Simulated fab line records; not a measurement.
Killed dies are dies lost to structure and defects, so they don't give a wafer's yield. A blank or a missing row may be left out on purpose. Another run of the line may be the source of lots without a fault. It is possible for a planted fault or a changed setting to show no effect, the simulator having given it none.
Matching of chambers ; flow nandHarc ; rieDiel-05 running NHARC_A_M0_DESCUM_14: 4 sister chambers
The step chemistry O2, time 3 s. 8 wafers are shown with their chamber, then 10 later ones without.

WAFERS, EACH WITH ITS CHAMBER
wafer;chamber;drypumpMotorCurrentA (A);oesProductAu (a.u.)
L078.1;3;6.2;1.022
L080.3;2;5.7;1.010
L080.4;3;6.2;1.018
L082.2;1;5.2;1.019
L082.3;0;5.8;0.997
L082.5;0;5.7;1.014
L081.2;1;5.2;1.013
L081.3;2;5.7;1.019

WAFERS WITH NO CHAMBER GIVEN
wafer;drypumpMotorCurrentA (A);oesProductAu (a.u.)
L081.5;5.7;1.032
L084.1;5.7;0.999
L084.2;6.2;1.006
L084.3;5.7;1.029
L088.1;5.2;1.025
L088.2;5.7;1.028
L088.4;6.2;1.004
L087.3;5.7;1.017
L087.4;5.7;1.039
L087.5;5.7;1.023

CHAMBER TAKEN BY EACH
wafer;from the rows above;in truth
L081.5;can't be placed: 2 or 0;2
L084.1;can't be placed: 0 or 2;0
L084.2;3;3
L084.3;can't be placed: 2 or 0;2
L088.1;1;1
L088.2;can't be placed: 2 or 0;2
L088.4;3;3
L087.3;can't be placed: 2 or 0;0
L087.4;can't be placed: 2 or 0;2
L087.5;can't be placed: 2 or 0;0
Correctly placed: 3 of 10. Cannot be placed on the basis of these rows: 7; the candidates contain the true chamber in 7. Number placed wrongly: 0.
How it was worked out, from the rows above alone: a wafer's distance from a chamber is the root of the sum, over the readings, of the square of ((its reading less the chamber's mean) divided by the reading's scatter). The wafer belongs to the nearest chamber; if the next one is less than 2 further off, it can't be placed. For every chamber, the mean is computed from those of its wafers that are shown. How the scatter is found: for the shown wafers, subtract from each reading the mean of its chamber, square and add these, divide the total by (wafers less chambers), then take the root.
